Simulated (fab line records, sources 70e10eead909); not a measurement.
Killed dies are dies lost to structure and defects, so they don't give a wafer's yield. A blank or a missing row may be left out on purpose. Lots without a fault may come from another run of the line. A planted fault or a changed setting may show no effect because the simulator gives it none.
fab line records | flow nand_harc | part 2 of 2: steps 21 to 36 of 36
record lots=5 wafers=15 last_day=34
route steps=1302 shown A_CONTACT@1005
lots that met no fault: from a run of the same line without faults
start_h: hours from the record's first day to the start of the lot's first wafer shown | wait_h: hours since the lot's step before | " the same as in the row above | L1.1+2: a row that stands for several wafers | - no value, or no start given | * or withheld: withheld | < > ~ a bound
route shown NAME@n: a module of which the file shows steps, and the number in the route of the first | usual: mean/standard deviation of fault-free wafers | same: alike in all rows | chamber/n: place in a boat | sites: the reading at each site | _std_site: their standard deviation | _edge_site: outer sites' mean less inner sites' | radius_mm: how far each site lies from the wafer's centre | mask NAME#n: copy n | behind: the tool/chamber that last shaped the wafer | hold: why the lot was held/for how many hours/how that ended | device: the transistor (n, p or np) that didn't switch | end of line: the same wafers' tests at the end of the route | a step without rows: its recipe alone | killed: dies lost to structure and defects at the first sort, not the wafer's yield | map: a wafer's dies, x killed, . not, _ none there
set.NAME: the setting as run; set.NAME@STEP: as run at that earlier step | model.NAME: the simulator's own value behind a step, which no gauge read
lots at some steps of the route; a table a step, a row a wafer
services: from which hour (start_h, from the record's first day; less than 0 if before it) a tool's chamber was out of use, for how many hours, and why
## steps
# step NHARC_A_CONTACT_STRIP_55
# recipe o2_flow_sccm=500 ar_flow_sccm=0 bias_w=0 chemistry=O2
# usual drypump_motor_current_A=5.9/0.43 mfc_ar_sccm=0.0006/0.00097 oes_product_au=0.994/0.012 rf_vpp_V=57.8/0.96 showerhead_plenum_p_Torr=3.53/0.16 throttle_valve_pct=17.037/0.011
# columns lot.wafer tool chamber start_h wait_h drypump_motor_current_A mfc_ar_sccm oes_product_au rf_hours_counter_h rf_vpp_V showerhead_plenum_p_Torr throttle_valve_pct
L075.4 rie_diel-02 0 - - 5.8 0.0037 1.001 34 59.1 3.76 17.041
L075.3 " 1 " " 5.0 0 0.998 35 57.3 3.79 17.025
L075.6 " 0 " " 5.8 0.0037 0.999 - 58.2 3.76 17.038
L084.4 rie_diel-02 1 - - 5.0 0 1.008 5 57.2 3.77 17.032
L084.2 " 0 " " 5.8 0.0037 1.004 4 57.0 3.74 17.056
L084.5 " 1 " " 5.0 0 1.007 - 56.6 3.77 17.028
L086.1 rie_diel-05 2 - - 5.9 0 0.991 3 56.5 3.43 17.049
L086.3 " 3 " " 5.8 0.0010 0.980 5 57.6 3.58 17.018
L086.2 " 1 " " 6.2 0.0006 0.977 5 58.9 3.67 17.040
L094.1 rie_diel-05 2 - - 5.8 0 0.988 18 58.3 3.43 17.046
L094.5 " 1 " " 6.2 0.0006 0.976 - 57.3 3.66 17.038
L094.6 " 2 " " 5.8 0 0.990 - 58.0 3.43 17.037
L097.2 rie_diel-05 2 - - 5.8 0 0.987 25 56.6 3.42 17.039
L097.1 " 1 " " 6.2 0.0006 0.988 28 57.8 3.66 17.039
L097.6 " 3 " " 5.8 0.0010 0.981 - 57.0 3.57 17.040
# step NHARC_A_CONTACT_STRIP_56
# recipe time_s=600 temp_c=30 chemistry=post_etch_residue_remover
# columns lot.wafer tool chamber start_h wait_h
L075.3+4+6 wet_bench-07 0,2,4 509.54 -
L084.2+5+4 wet_bench-05 1,4,5 592.05 -
L086.1+2+3 wet_bench-06 4,7,0 614.92 -
L094.1+6+5 wet_bench-05 6,0,3 698.56 -
L097.1+2+6 wet_bench-05 4,5,6 734.02 -
# step NHARC_A_CONTACT_DEP_57
# recipe target_thk_a=53000 temp_c=400 material=aC
# usual throttle_valve_pct=35.000/0.01
# columns lot.wafer tool chamber start_h wait_h throttle_valve_pct
L075.3 acl_dep-02 0 510.89 - 35.000
L075.4 " 0 " " 35.008
L075.6 " 0 512.53 - 34.993
L084.2 acl_dep-02 0 592.92 - 35.013
L084.4 " 0 593.98 - 34.995
L084.5 " 0 " " 35.000
L086.1 acl_dep-02 0 620.56 - 35.001
L086.2 " 0 " " 34.995
L086.3 " 0 " " 35.000
L094.1 acl_dep-02 0 699.38 - 35.012
L094.5 " 0 701.52 - 34.995
L094.6 " 0 " " 35.000
L097.1 acl_dep-02 0 734.26 - 34.997
L097.2 " 0 " " 34.999
L097.6 " 0 736.95 - 35.007
# step NHARC_A_CONTACT_DEP_58
# recipe target_thk_a=900 target_thk_nm=90 temp_c=400 pressure_torr=3.5 flow_sccm=200 rf_w=350 material=SiON
# usual heater_power_w=729/110 rf_fwd_power_W=348.5/1.1
# columns lot.wafer tool chamber start_h wait_h heater_power_w rf_fwd_power_W
L075.4 pecvd-01 0 513.19 1.2 487 348.4
L075.3 " 1 " " 943 349.5
L075.6 " 1 " " 928 348.5
L084.2 pecvd-03 0 595.63 2.2 692 349.1
L084.5 " 2 " " 775 347.7
L084.4 " 0 " " 696 347.5
L086.2 pecvd-01 1 623.84 2.2 1041 347.4
L086.3 " 2 " " 718 348.1
L086.1 " 0 " " 601 347.1
L094.1 pecvd-01 1 702.67 2.7 927 347.7
L094.6 " 2 " " 679 348.7
L094.5 " 1 " " 970 347.2
L097.2 pecvd-02 1 737.69 2.4 871 349.7
L097.1 " 2 " " 661 349.0
L097.6 " 2 " " 667 349.3
# step NHARC_A_CONTACT_DEHYDRATE_59
# recipe temp_c=150 time_s=120
# columns lot.wafer tool chamber start_h wait_h
L075.3+4+6 litho_track-01 0 513.46 0.2
L084.2+4+5 litho_track-04 0 595.87 0.2
L086.1+2+3 litho_track-04 0 624.11 0.2
L094.1+5+6 litho_track-01 0 702.88 0.2
L097.1+2+6 litho_track-04 0 737.94 0.2
# step NHARC_A_CONTACT_HMDS_60
# recipe time_s=30
# columns lot.wafer tool chamber start_h wait_h
L075.3+4+6 litho_track-01 0 - -
L084.2+4+5 litho_track-04 0 - -
L086.1+2+3 litho_track-04 0 - -
L094.1+5+6 litho_track-01 0 - -
L097.1+2+6 litho_track-04 0 - -
# step NHARC_A_CONTACT_COAT_61
# recipe temp_c=260 time_s=75
# columns lot.wafer tool chamber start_h wait_h
L075.3+4+6 litho_track-01 0 - -
L084.2+4+5 litho_track-04 0 - -
L086.1+2+3 litho_track-04 0 - -
L094.1+5+6 litho_track-01 0 - -
L097.1+2+6 litho_track-04 0 - -
# step NHARC_A_CONTACT_COAT_62
# recipe temp_c=225 time_s=65
# columns lot.wafer tool chamber start_h wait_h
L075.3+4+6 litho_track-01 0 - -
L084.2+4+5 litho_track-04 0 - -
L086.1+2+3 litho_track-04 0 - -
L094.1+5+6 litho_track-01 0 - -
L097.1+2+6 litho_track-04 0 - -
# step NHARC_A_CONTACT_COAT_63
# recipe spin_rpm=1500 resist_thk_nm=90
# columns lot.wafer tool chamber start_h wait_h
L075.3+4+6 litho_track-01 0 - -
L084.2+4+5 litho_track-04 0 - -
L086.1+2+3 litho_track-04 0 - -
L094.1+5+6 litho_track-01 0 - -
L097.1+2+6 litho_track-04 0 - -
# step NHARC_A_CONTACT_SOFTBAKE_64
# recipe temp_c=105 time_s=55
# columns lot.wafer tool chamber start_h wait_h
L075.3+4+6 litho_track-01 0 - -
L084.2+4+5 litho_track-04 0 - -
L086.1+2+3 litho_track-04 0 - -
L094.1+5+6 litho_track-01 0 - -
L097.1+2+6 litho_track-04 0 - -
# step NHARC_A_CONTACT_EBR_65
# columns lot.wafer tool chamber start_h wait_h
L075.3+4+6 litho_track-01 0 - -
L084.2+4+5 litho_track-04 0 - -
L086.1+2+3 litho_track-04 0 - -
L094.1+5+6 litho_track-01 0 - -
L097.1+2+6 litho_track-04 0 - -
# step NHARC_A_CONTACT_EXPOSE_66
# recipe na=1.35 sigma_outer=0.8 dose_mj=59.02 mask_id=A_CC_2
# same na=1.35
# columns lot.wafer tool chamber start_h wait_h mask
L075.3+4+6 arfi_scanner-01 0 513.93 - A_CC_2#0
L084.2+4+5 arfi_scanner-02 0 596.18 - A_CC_2#0
L086.1+2+3 arfi_scanner-01 0 624.42 - A_CC_2#0
L094.1+5+6 arfi_scanner-01 0 703.19 - A_CC_2#0
L097.1+2+6 arfi_scanner-01 0 738.24 - A_CC_2#0
# step NHARC_A_CONTACT_PEB_67
# recipe peb_temp_c=100 peb_time_s=65
# columns lot.wafer tool chamber start_h wait_h
L075.3+4+6 litho_track-04 0 513.99 0.1
L084.2+4+5 litho_track-04 0 596.24 0.1
L086.1+2+3 litho_track-06 0 624.48 0.1
L094.1+5+6 litho_track-04 0 703.25 0.1
L097.1+2+6 litho_track-04 0 738.31 0.1
# step NHARC_A_CONTACT_DEVELOP_68
# recipe develop_time_s=35 dev_temp_c=23
# same develop_time_s=35
# columns lot.wafer tool chamber start_h wait_h
L075.3+4+6 litho_track-04 0 - -
L084.2+4+5 litho_track-04 0 - -
L086.1+2+3 litho_track-06 0 - -
L094.1+5+6 litho_track-04 0 - -
L097.1+2+6 litho_track-04 0 - -
# step NHARC_A_CONTACT_CD_MEAS_69
# recipe target_cd_nm=300 landing_energy_ev=500
# usual cd_nm=299.7/0.66
# columns lot.wafer tool chamber start_h wait_h cd_nm
L075.3 cd_sem-03 0 514.07 - 300.2
L075.4 " 0 " " 300.8
L075.6 " 0 " " 301.0
L084.2 cd_sem-03 0 596.32 - 300.5
L084.4 " 0 " " 300.1
L084.5 " 0 " " 299.8
L086.1 cd_sem-01 0 624.56 - 299.4
L086.2 " 0 " " 298.8
L086.3 " 0 " " 298.8
L094.1 cd_sem-01 0 703.33 - 300.0
L094.5 " 0 " " 299.9
L094.6 " 0 " " 299.9
L097.1 cd_sem-03 0 738.38 - 299.4
L097.2 " 0 " " 299.8
L097.6 " 0 " " 299.4
# step NHARC_A_CONTACT_OVL_MEAS_70
# usual overlay_x_nm=0.0/0.86 overlay_y_nm=0.2/0.87
# columns lot.wafer tool chamber start_h wait_h overlay_x_nm overlay_y_nm
L075.3 overlay-02 - 514.15 - 0.4 -0.2
L075.4 " - " " 0.4 -0.2
L075.6 " - " " 0.4 0.2
L084.2 overlay-01 - 596.41 - 0.2 0.0
L084.4 " - " " 0.3 -0.4
L084.5 " - " " 0.3 -1.0
L086.1 overlay-01 - 624.65 - 0.1 0.9
L086.2 " - " " 0.3 2.0
L086.3 " - " " 0.1 2.1
L094.1 overlay-01 - 703.42 - -0.6 -0.7
L094.5 " - " " -0.6 0.0
L094.6 " - " " -0.9 0.3
L097.1 overlay-02 - 738.47 - 0.5 -1.3
L097.2 " - " " 0.3 -0.8
L097.6 " - " " 0.5 -0.7
## services
# columns tool chamber start_h hours kind
arfi_scanner-02 - 484.00 4.0 pm
pecvd-01 - 492.00 13.0 pm
har_cap_etch-01 - 497.00 17.0 pm
litho_track-01 - 505.00 7.0 pm
litho_track-06 - 529.00 7.0 pm
rie_diel-02 2 547.77 7.8 repair
litho_track-04 - 553.00 7.0 pm
rie_diel-02 - 571.46 9.0 pm
rie_diel-05 - 583.60 9.0 pm
arfi_scanner-01 - 596.00 4.0 pm
acl_dep-02 - 607.56 13.0 pm
wet_bench-05 - 612.80 8.0 pm
rie_diel-02 3 640.50 3.0 repair
pecvd-01 2 640.94 8.0 repair
arfi_scanner-01 - 662.92 1.1 repair
pecvd-01 - 673.00 13.0 pm
litho_track-01 - 680.00 7.0 pm
litho_track-06 - 704.00 7.0 pm
har_cap_etch-02 - 707.21 0.6 repair
pecvd-01 0 715.81 16.4 repair
pecvd-01 - 718.46 1.0 repair
rie_diel-05 0 720.99 14.9 repair
rie_diel-05 3 725.65 6.0 repair
litho_track-04 - 728.00 7.0 pm
